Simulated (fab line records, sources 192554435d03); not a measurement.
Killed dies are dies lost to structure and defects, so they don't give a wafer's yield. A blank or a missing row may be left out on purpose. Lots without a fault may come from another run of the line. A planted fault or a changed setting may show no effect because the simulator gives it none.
Split-lot experiment | flow n5_finfet | 7 lots, 21 wafers read, on a route of 1938 steps

THE SPLIT
At N5_BEOL_M11_VIA_ETCH_34 (etches SiCOH lowk in C4F6/O2, target depth 184.5 nm, time 69.2 s), the setting time_s was moved away from the recipe's 69.2 s on 7 of the 21 wafers read, by -5.8% to +7.4%. The other wafers ran this setting at the recipe's value.

The reading is taken at the split's own step.

THE READING
etch.depth_nm (the simulator's own value, which no gauge read), in nm, at N5_BEOL_M11_VIA_ETCH_34 (etches SiCOH lowk in C4F6/O2, target depth 184.5 nm, time 69.2 s). The file gives no usual value for it. The 14 wafers here that ran the recipe average 183.9 nm, standard deviation 3.3 nm.

wafer  | tool, chamber at the split | time_s as run, s | against the recipe | etch.depth_nm, nm | against lot-mates on the recipe
L078.1 | rie_diel-04, 2             | 74.29            | +7.4%              | 203.7             | +20.0
L078.2 | rie_diel-04, 0             | 69.2             | recipe             | 183.7             | -
L078.6 | rie_diel-04, 3             | 74.29            | +7.4%              | 198.8             | +15.1
L079.3 | rie_diel-02, 0             | 69.2             | recipe             | 179.2             | -
L079.4 | rie_diel-02, 1             | 69.2             | recipe             | 181.5             | -
L079.5 | rie_diel-02, 0             | 65.26            | -5.7%              | 169.5             | -10.8
L087.3 | rie_diel-02, 3             | 69.2             | recipe             | 186               | -
L087.4 | rie_diel-02, 0             | 69.2             | recipe             | 178.7             | -
L087.6 | rie_diel-02, 2             | 69.2             | recipe             | 182.1             | -
L088.4 | rie_diel-04, 2             | 69.2             | recipe             | 187.7             | -
L088.5 | rie_diel-04, 3             | 73.92            | +6.8%              | 196.8             | +9.1
L088.6 | rie_diel-04, 2             | 73.92            | +6.8%              | 201.6             | +13.9
L091.1 | rie_diel-04, 3             | 65.2             | -5.8%              | 171.7             | -16.3
L091.3 | rie_diel-04, 1             | 69.2             | recipe             | 188               | -
L091.4 | rie_diel-04, 1             | 65.2             | -5.8%              | 176.9             | -11.1
L093.1 | rie_diel-02, 1             | 69.2             | recipe             | 188.9             | -
L093.3 | rie_diel-02, 3             | 69.2             | recipe             | 187.1             | -
L093.4 | rie_diel-02, 0             | 69.2             | recipe             | 180.2             | -
L097.2 | rie_diel-04, 0             | 69.2             | recipe             | 182.6             | -
L097.4 | rie_diel-04, 3             | 69.2             | recipe             | 186.1             | -
L097.5 | rie_diel-04, 0             | 69.2             | recipe             | 183.3             | -

THE FIT
A straight line over all 21 wafers: etch.depth_nm changes by +2.17 nm for each +1% of time_s; r = +0.93; the points scatter about the line by 3.3 nm.
The same after taking each lot's own level away (the mean of its wafers on the recipe; 21 wafers): +2.12 nm for each +1%; r = +0.95; scatter 2.8 nm.
On that fit, the largest move of time_s shifts the reading by 16 nm.
The lots' own levels span 180.35 to 188.00 nm, that is 2.3 times the standard deviation above.
So the lot-to-lot level changes the slope little: the two slopes agree.
Check: with one of the wafers moved furthest among these (+7.4%) left out of the fit, the line predicts +14.2 nm for it against its lot-mates. It came out at +20 nm against them.

THE FILE'S OWN FIT
etch.depth_nm changes by +2.09 nm for each +1% of time_s, r = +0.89.
